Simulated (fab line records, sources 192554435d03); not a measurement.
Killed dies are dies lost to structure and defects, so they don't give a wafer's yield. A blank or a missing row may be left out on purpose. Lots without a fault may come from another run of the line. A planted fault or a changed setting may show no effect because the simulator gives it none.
Which tool did it? | flow n5_finfet | 12 lots, 36 wafers sampled, at 2 steps of a route of 1938

WHAT THE GAUGES READ, wafer by wafer
N5_MOL_CONTACT_COAG_CD_MEAS_101: target cd 16 nm.
lot  | measured     | on        | cd_nm (nm)
L075 | day 6 00:28  | cd_sem-01 | 16.0 16.3 15.4
L078 | day 6 10:47  | cd_sem-03 | 15.3 15.9 15.8
L079 | day 6 13:04  | cd_sem-02 | 16.0 16.1 15.9
L081 | day 6 19:52  | cd_sem-02 | 16.3 16.5 16.0
L083 | day 7 12:26  | cd_sem-01 | 16.0 16.1 15.8
L085 | day 8 00:29  | cd_sem-03 | 15.8 15.9 15.4
L087 | day 8 18:31  | cd_sem-03 | 15.3 16.1 16.1
L090 | day 9 03:50  | cd_sem-01 | 15.8 15.4 15.5
L091 | day 9 16:19  | cd_sem-01 | 16.4 16.0 15.8
L093 | day 9 21:26  | cd_sem-03 | 15.7 15.2 16.4
L095 | day 10 14:49 | cd_sem-03 | 16.0 16.0 16.2
L097 | day 11 06:34 | cd_sem-02 | 15.6 16.5 16.1

WHICH TOOL RAN EACH LOT (tool, then ch and the chambers of the sampled wafers, then the start)
lot  | N5_MOL_CONTACT_COAG_ETCH_48
L075 | rie_diel-01 ch 0,1,2, day 6 00:11
L078 | rie_diel-05 ch 0,1, day 6 10:29
L079 | rie_diel-05 ch 2,3, day 6 12:47
L081 | rie_diel-05 ch 1,2,3, day 6 19:35
L083 | rie_diel-05 ch 1,2,3, day 7 12:09
L085 | rie_diel-01 ch 0,1,3, day 8 00:13
L087 | rie_diel-01 ch 0,3, day 8 18:12
L090 | rie_diel-01 ch 0,2, day 9 03:33
L091 | rie_diel-01 ch 2,3, day 9 16:02
L093 | rie_diel-03 ch 0,2,3, day 9 21:09
L095 | rie_diel-05 ch 0,1,2, day 10 14:32
L097 | rie_diel-05 ch 0,2,3, day 11 06:16
- N5_MOL_CONTACT_COAG_ETCH_48: etches SiOC in C4F6/O2, target depth 15 nm, overetch 4.5 nm, time 17 s.

THE ANSWER, worked out from the rows above alone
Rule: what is usual is taken from the lots themselves. Put in order of their means at a reading, lots are off if they are a third of the lots or fewer, leave a main group of 4 or more, and stand apart from it by a gap of 3 or more times the standard deviation of the main group's means; of several such gaps the widest counts. A main group whose means are all the same, to the digits that the tables above print for the reading, isn't used. A lot without any number at a reading at which 4 lots or more have one is off too. The other lots that the step has rows for count as sound.
No lot is off at any reading shown: from this, nothing can be told.

WHAT THE SIMULATOR HAD PUT IN
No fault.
